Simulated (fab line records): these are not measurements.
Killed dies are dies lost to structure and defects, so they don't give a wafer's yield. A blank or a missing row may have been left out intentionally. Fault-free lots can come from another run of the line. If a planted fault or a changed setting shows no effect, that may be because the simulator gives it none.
Check for tools in common -- flow nandHarc -- Sample size 2 lots and 6 wafers

REASON IT WAS OPENED
Flagged at NHARC_END_SORT_01: reading killedAtArray, on 2 of 2 lots. Fault-free wafers read 25, with a standard deviation of 9.8.
Rule: a lot is flagged in two cases, either no wafer of it has a number, or all its wafers with numbers fall more than 4 standard deviations from that mean. All remaining lots are regarded as sound.

lot,measured,on,"killedAtArray, wafer by wafer",flag
L815,day 23 05:50,prober-01,671 669 671,FLAGGED
L814,day 23 14:50,prober-02,675 674 677,FLAGGED
The numbers of the flagged lots are 673 on average: +648 against the usual, or +66 standard deviations.

WHICH TOOL EACH LOT WENT THROUGH
Before the reading, the record contains 4 process steps out of a 1159-step route. In each cell: the tool, then ch and the chambers that the sampled wafers went through, then the start.
lot,flag,NHARC_A_STAIRCASE_ETCHBACK_157,NHARC_A_STAIRCASE_CMP_472,NHARC_A_SGD_CUT_DESCUM_14,NHARC_A_SLIT_DEP_23
L815,FLAGGED,"rieDiel-11 ch 2,3, day 17 09:02","cmp-04 ch 0,3, day 17 09:38","rieDiel-02 ch 0,1,2, day 17 10:59","pecvd-01 ch 0,1,2, day 17 20:48"
L814,FLAGGED,"rieDiel-11 ch 0,1,3, day 17 16:32","cmp-03 ch 0,1,2, day 17 17:08","rieDiel-10 ch 0,2,3, day 17 18:29","pecvd-01 ch 0,1,2, day 18 06:17"
What the steps here do:
- NHARC_A_STAIRCASE_ETCHBACK_157: etches the open film in CH3F/O2, target depth 90 nm, time 167.14 s.
- NHARC_A_STAIRCASE_CMP_472: polishes SiO2.
- NHARC_A_SGD_CUT_DESCUM_14: chemistry O2, time 3 s.
- NHARC_A_SLIT_DEP_23: deposits SiON, target thk 100 nm.
- NHARC_END_SORT_01

FLAGGED AGAINST TOTAL, ONE TOOL AT A TIME (gauges that did the reading follow at the end)
step,tool,lots run,flagged,share of the flagged lots,sound lots run after its first flagged lot
NHARC_A_STAIRCASE_ETCHBACK_157,rieDiel-11,2,2,all,0
NHARC_A_STAIRCASE_CMP_472,cmp-03,1,1,some,0
NHARC_A_STAIRCASE_CMP_472,cmp-04,1,1,some,0
NHARC_A_SGD_CUT_DESCUM_14,rieDiel-02,1,1,some,0
NHARC_A_SGD_CUT_DESCUM_14,rieDiel-10,1,1,some,0
NHARC_A_SLIT_DEP_23,pecvd-01,2,2,all,0
NHARC_END_SORT_01,prober-01,1,1,some,0
NHARC_END_SORT_01,prober-02,1,1,some,0

WHAT THE TABLE PERMITS
2 rows of the table ran every flagged lot: rieDiel-11 at NHARC_A_STAIRCASE_ETCHBACK_157, pecvd-01 at NHARC_A_SLIT_DEP_23.
- rieDiel-11 at NHARC_A_STAIRCASE_ETCHBACK_157: 2 of its 2 lots flagged. With no sound lot run before its first flagged lot in this sample, there is nothing to narrow down the start.
- pecvd-01 at NHARC_A_SLIT_DEP_23: 2 of its 2 lots flagged. With no sound lot run before its first flagged lot in this sample, there is nothing to narrow down the start.
A lot count leaves these 2 tools indistinguishable: every one of them fits a fault beginning at some hour. More lots, or a look at what each step does to the wafer, might.

WHAT THE SIMULATOR HAD PUT IN
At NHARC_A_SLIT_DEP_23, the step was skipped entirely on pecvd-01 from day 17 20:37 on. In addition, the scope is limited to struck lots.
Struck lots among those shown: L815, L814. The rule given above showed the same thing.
